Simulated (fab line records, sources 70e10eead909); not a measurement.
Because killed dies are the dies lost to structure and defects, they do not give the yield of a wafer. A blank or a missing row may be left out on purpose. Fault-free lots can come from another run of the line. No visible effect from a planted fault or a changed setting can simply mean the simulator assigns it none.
fab line records    flow nandHarc
record: lots: 11  wafers: 33  lastDay: 33
route steps=1302 shown P_STI@89 P_GATE@138 END@1302
lots that met no fault: taken from a fault-free run of the same line
startH: hours from the record's first day to the start of the lot's first wafer shown    waitH: hours elapsed since this lot's preceding step    " same as the row above    L1.1+2: one row covering several wafers at once    - no value, or no start given    * or withheld: withheld    < > ~ a bound
route shown NAME@n: NAME is a module with steps in the file, n the number in the route of the first one    usual: average and standard deviation across the fault-free wafers    same: alike in all rows    chamber/n: place in a boat    sites: readings site by site    _std_site: standard deviation across them    _edge_site: mean of outer sites minus mean of inner sites    radiusMm: for every site, how far away it sits from the centre of the wafer    mask NAME#n: copy n    behind: the most recent tool/chamber to have shaped the wafer    hold: why the lot went on hold/how many hours it stayed there/how the hold came to an end    device: the transistor (n, p or np) that didn't switch    end of line: the route-end tests of the same wafers    a step without rows: its recipe alone    killed: at the first sort, the dies lost to defects and structure; wafer yield is something else    map: shows each die of a wafer: x if killed, . if not, _ if none is there
set.NAME: the setting that was run; set.NAME@STEP: the one run at that earlier step    model.NAME: the simulator's own value behind a step, which no gauge read
route steps across a sampled set of lots; one table per step, one row per wafer
services: when a tool's chamber went out of use (startH, in hours from the record's first day, below 0 if earlier), for how many hours, and the reason
== steps ==
step: NHARC_P_STI_ETCH_31
recipe: targetDepthA: 1089  timeS: 54.5  cf4FlowSccm: 100  chf3FlowSccm: 30  arFlowSccm: 0  rfW: 500  biasW: 200  chemistry: CF4/CHF3
usual: drypumpMotorCurrentA: 5.7/0.5  oesProductAu: 0.964/0.015  rfVppV: 370.7/2.5  showerheadPlenumPTorr: 1.58/0.076  throttleValvePct: 16.802/0.0091
lot.wafer  tool        chamber  startH  waitH  drypumpMotorCurrentA  oesProductAu  rfHoursCounterH  rfVppV  showerheadPlenumPTorr  throttleValvePct
L279.3     rieDiel-05  0        -       -      6.1                   0.975         8                374.4   1.69                   16.795
L279.2     "           3        "       "      5.7                   0.963         8                368.0   1.51                   16.805
L279.6     "           2        "       "      6.1                   0.967         -                367.8   1.49                   16.795
L283.1     rieDiel-13  3        -       -      5.9                   0.978         5                372.1   1.64                   16.812
L283.3     "           1        "       "      6.1                   0.959         4                368.9   1.53                   16.800
L283.6     "           2        "       "      5.4                   0.968         -                373.4   1.66                   16.797
L291.3     rieDiel-05  3        -       -      5.7                   0.970         6                369.7   1.50                   16.797
L291.5     "           3        "       "      5.7                   0.965         -                368.8   1.50                   16.796
L291.6     "           0        "       "      6.1                   0.958         -                375.4   1.69                   16.803
L292.1     rieDiel-02  0        -       -      4.9                   0.930         10               368.0   1.47                   16.809
L292.5     "           0        "       "      4.8                   0.920         -                367.3   1.47                   16.817
L292.6     "           1        "       "      6.4                   0.932         -                371.7   1.57                   16.790
L293.3     rieDiel-02  3        -       -      5.9                   0.954         13               372.2   1.63                   16.805
L293.2     "           2        "       "      5.3                   0.969         11               369.4   1.50                   16.782
L293.6     "           0        "       "      4.9                   0.977         -                368.4   1.47                   16.811
L294.1     rieDiel-13  3        -       -      5.9                   0.967         1                372.8   1.63                   16.807
L294.6     "           0        "       "      5.1                   0.958         -                372.8   1.69                   16.797
L294.5     "           1        "       "      6.0                   0.976         -                370.1   1.53                   16.808
L295.1     rieDiel-02  2        -       -      5.3                   0.960         12               368.2   1.50                   16.810
L295.2     "           1        "       "      6.4                   0.974         12               371.0   1.57                   16.784
L295.5     "           2        "       "      5.3                   0.963         -                368.2   1.50                   16.804
L296.2     rieDiel-05  3        -       -      5.7                   0.955         10               368.3   1.50                   16.807
L296.4     "           0        "       "      6.1                   0.960         10               373.1   1.69                   16.804
L296.5     "           3        "       "      5.7                   0.961         -                368.8   1.50                   16.802
L298.4     rieDiel-13  1        -       -      6.0                   0.975         3                369.6   1.53                   16.816
L298.1     "           3        "       "      5.9                   0.960         3                372.5   1.63                   16.796
L298.2     "           0        "       "      5.1                   0.984         4                375.6   1.69                   16.796
L301.2     rieDiel-13  3        -       -      5.9                   0.932         5                372.7   1.63                   16.788
L301.4     "           1        "       "      6.1                   0.956         5                369.2   1.53                   16.793
L301.6     "           3        "       "      5.9                   0.945         -                372.2   1.63                   16.802
L302.4     rieDiel-13  3        -       -      5.9                   0.953         5                373.1   1.63                   16.801
L302.3     "           0        "       "      5.1                   0.960         5                374.7   1.69                   16.813
L302.1     "           1        "       "      6.1                   0.976         5                368.3   1.53                   16.810
step: NHARC_P_GATE_EXPOSE_23
recipe: na: 1.35  targetCdNm: 120  doseMj: 93.91  maskId: P_GATE
usual: exposureDoseMJCm2: 93.91/0.095
lot.wafer  tool            chamber  startH  waitH  mask         exposureDoseMJCm2
L279.2     arfiScanner-02  0        94.61   -      P_GATE#0     93.88
L279.3     "               0        "       "      P_GATE#0     93.86
L279.6     "               0        "       "      P_GATE#0     94.00
L283.1     arfiScanner-03  0        140.39  -      P_GATE_R1#0  93.86
L283.3     "               0        "       "      P_GATE_R1#0  94.01
L283.6     "               0        "       "      P_GATE_R1#0  93.97
L291.3     arfiScanner-03  0        223.20  -      P_GATE#0     94.07
L291.5     "               0        "       "      P_GATE#0     94.04
L291.6     "               0        "       "      P_GATE#0     93.97
L293.2     arfiScanner-03  0        241.24  -      P_GATE#0     93.84
L293.3     "               0        "       "      P_GATE#0     93.81
L293.6     "               0        "       "      P_GATE#0     93.79
L294.1     arfiScanner-02  0        241.39  -      P_GATE#0     93.68
L294.5     "               0        "       "      P_GATE#0     93.72
L294.6     "               0        "       "      P_GATE#0     93.79
L292.1     arfiScanner-03  0        241.54  -      P_GATE#0     93.88
L292.5     "               0        "       "      P_GATE#0     93.98
L292.6     "               0        "       "      P_GATE#0     94.11
L295.1     arfiScanner-01  0        251.24  -      P_GATE#0     93.82
L295.2     "               0        "       "      P_GATE#0     93.90
L295.5     "               0        "       "      P_GATE#0     93.93
L296.2     arfiScanner-03  0        262.98  -      P_GATE#0     93.93
L296.4     "               0        "       "      P_GATE#0     93.78
L296.5     "               0        "       "      P_GATE#0     93.88
L298.1     arfiScanner-01  0        291.76  -      P_GATE#0     93.78
L298.2     "               0        "       "      P_GATE#0     93.90
L298.4     "               0        "       "      P_GATE#0     93.76
L302.1     arfiScanner-03  0        325.73  -      P_GATE#0     94.05
L302.3     "               0        "       "      P_GATE#0     93.76
L302.4     "               0        "       "      P_GATE#0     93.93
L301.2     arfiScanner-02  0        326.42  -      P_GATE#0     94.07
L301.4     "               0        "       "      P_GATE#0     93.83
L301.6     "               0        "       "      P_GATE#0     93.85
step: NHARC_P_GATE_CD_MEAS_26
recipe: targetCdNm: 120  landingEnergyEv: 500
usual: cdNm: 119.7/0.52
lot.wafer  tool      chamber  startH  waitH  cdNm
L279.2     cdSem-03  0        94.75   -      119.2
L279.3     "         0        "       "      119.6
L279.6     "         0        "       "      119.4
L283.1     cdSem-02  0        140.53  -      94.2
L283.3     "         0        "       "      93.3
L283.6     "         0        "       "      93.7
L291.3     cdSem-01  0        223.33  -      119.3
L291.5     "         0        "       "      120.3
L291.6     "         0        "       "      119.5
L293.2     cdSem-02  0        241.38  -      119.1
L293.3     "         0        "       "      119.2
L293.6     "         0        "       "      118.8
L294.1     cdSem-03  0        241.53  -      119.2
L294.5     "         0        "       "      119.3
L294.6     "         0        "       "      118.9
L292.1     cdSem-01  0        241.68  -      120.6
L292.5     "         0        "       "      120.8
L292.6     "         0        "       "      120.6
L295.1     cdSem-01  0        251.38  -      120.6
L295.2     "         0        "       "      120.8
L295.5     "         0        "       "      120.0
L296.2     cdSem-02  0        263.12  -      119.3
L296.4     "         0        "       "      119.6
L296.5     "         0        "       "      119.6
L298.1     cdSem-02  0        291.89  -      119.3
L298.2     "         0        "       "      120.6
L298.4     "         0        "       "      119.4
L302.1     cdSem-01  0        325.87  -      119.9
L302.3     "         0        "       "      120.0
L302.4     "         0        "       "      119.7
L301.2     cdSem-01  0        326.55  -      119.8
L301.4     "         0        "       "      119.5
L301.6     "         0        "       "      119.9
step: NHARC_P_GATE_INSPECT_28
usual: rawDefectCount: 5.4/2.6
lot.wafer  tool              chamber  startH  waitH  rawDefectCount
L279.2     defectInspect-01  -        94.87   0.0    4
L279.3     "                 -        "       "      8
L279.6     "                 -        "       "      7
L283.1     defectInspect-01  -        140.66  0.0    6
L283.3     "                 -        "       "      1
L283.6     "                 -        "       "      11
L291.3     defectInspect-01  -        223.45  0.0    4
L291.5     "                 -        "       "      9
L291.6     "                 -        "       "      3
L293.2     defectInspect-02  -        241.50  0.0    3
L293.3     "                 -        "       "      4
L293.6     "                 -        "       "      5
L294.1     defectInspect-02  -        241.65  0.0    4
L294.5     "                 -        "       "      1
L294.6     "                 -        "       "      6
L292.1     defectInspect-01  -        241.81  0.0    3
L292.5     "                 -        "       "      5
L292.6     "                 -        "       "      2
L295.1     defectInspect-01  -        251.51  0.0    9
L295.2     "                 -        "       "      12
L295.5     "                 -        "       "      6
L296.2     defectInspect-02  -        263.24  0.0    4
L296.4     "                 -        "       "      4
L296.5     "                 -        "       "      3
L298.1     defectInspect-02  -        292.02  0.0    6
L298.2     "                 -        "       "      4
L298.4     "                 -        "       "      3
L302.1     defectInspect-02  -        325.99  0.0    4
L302.3     "                 -        "       "      5
L302.4     "                 -        "       "      3
L301.2     defectInspect-01  -        326.68  0.0    11
L301.4     "                 -        "       "      9
L301.6     "                 -        "       "      6
step: NHARC_P_GATE_HM_OPEN_105
recipe: targetDepthA: 3600  o2FlowSccm: 400  cosFlowSccm: 20  arFlowSccm: 0  rfW: 500  biasW: 300  chemistry: O2/COS
usual: drypumpMotorCurrentA: 5.5/0.33  oesProductAu: 1.002/0.0079  rfVppV: 467.3/2.8  showerheadPlenumPTorr: 3.13/0.12  throttleValvePct: 28.330/0.0095
lot.wafer  tool        chamber  startH  waitH  drypumpMotorCurrentA  oesProductAu  rfHoursCounterH  rfVppV  showerheadPlenumPTorr  throttleValvePct
L279.3     rieDiel-09  3        -       -      5.8                   0.994         5                463.9   2.96                   28.323
L279.2     "           2        "       "      5.3                   1.011         4                466.1   3.11                   28.309
L279.6     "           0        "       "      5.6                   1.001         -                469.0   3.26                   28.342
L283.1     rieDiel-06  2        -       -      5.6                   0.997         0                466.2   3.08                   28.340
L283.3     "           3        "       "      5.6                   0.994         0                470.5   3.27                   28.332
L283.6     "           0        "       "      5.3                   0.993         -                469.0   3.20                   28.336
L291.3     rieDiel-06  2        -       -      5.6                   0.986         4                465.1   3.08                   28.330
L291.6     "           1        "       "      5.0                   0.990         -                462.8   2.97                   28.347
L291.5     "           2        "       "      5.6                   0.997         -                466.1   3.08                   28.351
L293.3     rieDiel-07  2        -       -      5.2                   0.995         7                463.8   2.93                   28.332
L293.2     "           0        "       "      5.9                   0.993         9                469.3   3.23                   28.326
L293.6     "           2        "       "      5.2                   0.996         -                462.3   2.93                   28.320
L294.1     rieDiel-06  3        -       -      5.6                   1.011         5                469.5   3.27                   28.330
L294.5     "           1        "       "      5.0                   0.998         -                464.0   2.97                   28.333
L294.6     "           2        "       "      5.6                   1.009         -                465.7   3.08                   28.320
L292.1     rieDiel-09  2        -       -      5.3                   1.001         4                469.2   3.11                   28.331
L292.6     "           2        "       "      5.3                   1.007         -                466.1   3.11                   28.345
L292.5     "           3        "       "      5.8                   0.993         -                463.3   2.95                   28.323
L295.2     rieDiel-09  2        -       -      5.3                   1.013         4                467.1   3.11                   28.312
L295.1     "           3        "       "      5.8                   0.996         4                464.1   2.95                   28.327
L295.5     "           3        "       "      5.8                   1.000         -                464.1   2.95                   28.349
L296.4     rieDiel-09  2        -       -      5.3                   1.013         5                466.5   3.11                   28.325
L296.2     "           0        "       "      5.6                   1.000         4                468.9   3.26                   28.330
L296.5     "           2        "       "      5.3                   1.007         -                468.2   3.11                   28.327
L298.4     rieDiel-09  1        -       -      4.8                   1.015         4                469.5   3.20                   28.330
L298.2     "           2        "       "      5.3                   1.010         5                466.8   3.11                   28.345
L298.1     "           0        "       "      5.6                   1.012         4                469.9   3.26                   28.326
L302.4     rieDiel-07  2        -       -      5.1                   1.010         1                462.8   2.92                   28.339
L302.3     "           3        "       "      5.8                   1.004         1                466.5   3.15                   28.331
L302.1     "           0        "       "      5.9                   1.006         2                470.8   3.23                   28.324
L301.4     rieDiel-06  3        -       -      5.6                   1.014         1                471.4   3.27                   28.337
L301.2     "           1        "       "      5.0                   0.995         1                465.7   2.97                   28.317
L301.6     "           3        "       "      5.6                   1.016         -                468.9   3.27                   28.319
step: NHARC_END_SORT_01
recipe: tempC: 25
usual: killedAtArray: 55/17  killedAtOther: 1.1/1.4  killedAtPeriphery: 3.9/3  killedDies: 59/17  killedOpen: 3.5/2  killedShort: 2.6/1.6
same: grossDies: 677
lot.wafer  tool       chamber  startH  waitH  killedAtArray  killedAtOther  killedAtPeriphery  killedDies  killedOpen  killedShort
L283.1     prober-01  0        611.13  2.5    32             5              545                582         1           5
L283.3     prober-01  0        612.74  3.1    60             5              553                618         4           6
L283.6     prober-01  0        615.16  4.0    47             1              556                604         5           2
killed by level:class
L283.1 P_GATE:areaExpose=530 A_CHANNEL_HOLE_D2:chamberFilmFlake=15 P_GATE:chamberFilmFlake=10 A_CHANNEL_HOLE_D1:chamberFilmFlake=6 A_CONTACT:chamberFilmFlake=4 THIN_TSV:chamberFilmFlake=3 A_STAIRCASE:chamberFilmFlake=2 A_SLIT:chamberFilmFlake=2
L283.3 P_GATE:areaExpose=539 A_CHANNEL_HOLE_D2:chamberFilmFlake=24 A_CHANNEL_HOLE_D1:chamberFilmFlake=10 P_GATE:chamberFilmFlake=9 A_CONTACT:chamberFilmFlake=9 A_CHANNEL_FILL_D1:chamberFilmFlake=6 THIN_TSV:chamberFilmFlake=5 A_WL_FILL:geometricParticle:short=3
L283.6 P_GATE:areaExpose=541 A_CHANNEL_HOLE_D2:chamberFilmFlake=23 A_CHANNEL_HOLE_D1:chamberFilmFlake=11 P_GATE:chamberFilmFlake=10 A_SLIT:chamberFilmFlake=5 A_ONON_D2:geometricParticle:short=2 A_DECK1_JOINT:chamberFilmFlake=2 P_GATE:geometricParticle:open=1
== services ==
tool            chamber  startH  hours  kind
rieDiel-06      0        23.66   7.2    repair
arfiScanner-03  -        24.00   4.0    pm
rieDiel-13      0        41.21   32.3   repair
rieDiel-13      2        63.90   10.8   repair
rieDiel-09      -        75.05   9.0    repair
rieDiel-13      2        78.54   5.2    repair
rieDiel-06      0        119.30  3.1    repair
rieDiel-13      1        121.42  12.2   repair
rieDiel-06      -        130.20  9.0    pm
rieDiel-13      2        131.73  12.6   repair
rieDiel-09      -        143.10  9.0    pm
rieDiel-09      0        163.07  6.6    repair
rieDiel-13      -        165.00  9.0    pm
rieDiel-13      2        183.85  7.4    repair
arfiScanner-03  -        196.00  4.0    pm
arfiScanner-03  -        214.03  5.1    repair
rieDiel-09      1        240.36  4.9    repair
rieDiel-13      2        240.90  4.3    repair
rieDiel-09      2        243.48  5.8    repair
arfiScanner-03  -        247.66  2.6    repair
rieDiel-09      -        270.74  13.2   repair
rieDiel-06      1        304.02  5.5    repair
rieDiel-09      1        318.38  2.7    repair
rieDiel-09      -        320.10  9.0    pm
== key ==
firstSign: step: NHARC_P_GATE_EXPOSE_23  reading: mask  direction: changed
effect: step: NHARC_P_GATE_CD_MEAS_26  reading: cdNm  direction: down  sigmas: 50  usual: 119.7  struck: 93.7
effect: step: NHARC_END_SORT_01  reading: killedAtPeriphery  direction: up  sigmas: 99+  usual: 3.9  struck: 551.3
moreKillsBornAt: NHARC_P_GATE_EXPOSE_23@arfiScanner-03: 1610
metAt NHARC_P_GATE_EXPOSE_23
struckLots L283
laterRowsLeftOut L283.1,L283.3,L283.6
testerLeftOut L283
notActingAt NHARC_P_STI_ETCH_31,NHARC_P_GATE_INSPECT_28,NHARC_P_GATE_HM_OPEN_105
fault: kind: wrongMask  tool: any  chamber: -  onsetH: 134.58  steps: NHARC_P_GATE_EXPOSE_23  auxCopy: P_GATE_R1#0  cdOffsetNm: -25.663  scope: struckLotsOnly
testerLeftOut: of these lots the tester's yield and bins aren't shown, on N5 and GAA mostly nor the transistor test; their killed dies are dies lost to structure and defects alone, not to doping, threshold or leakage, so they don't give the yield
laterRowsLeftOut: the simulator's readings of these wafers behind a module that went badly wrong aren't trusted and aren't shown, but for the sort
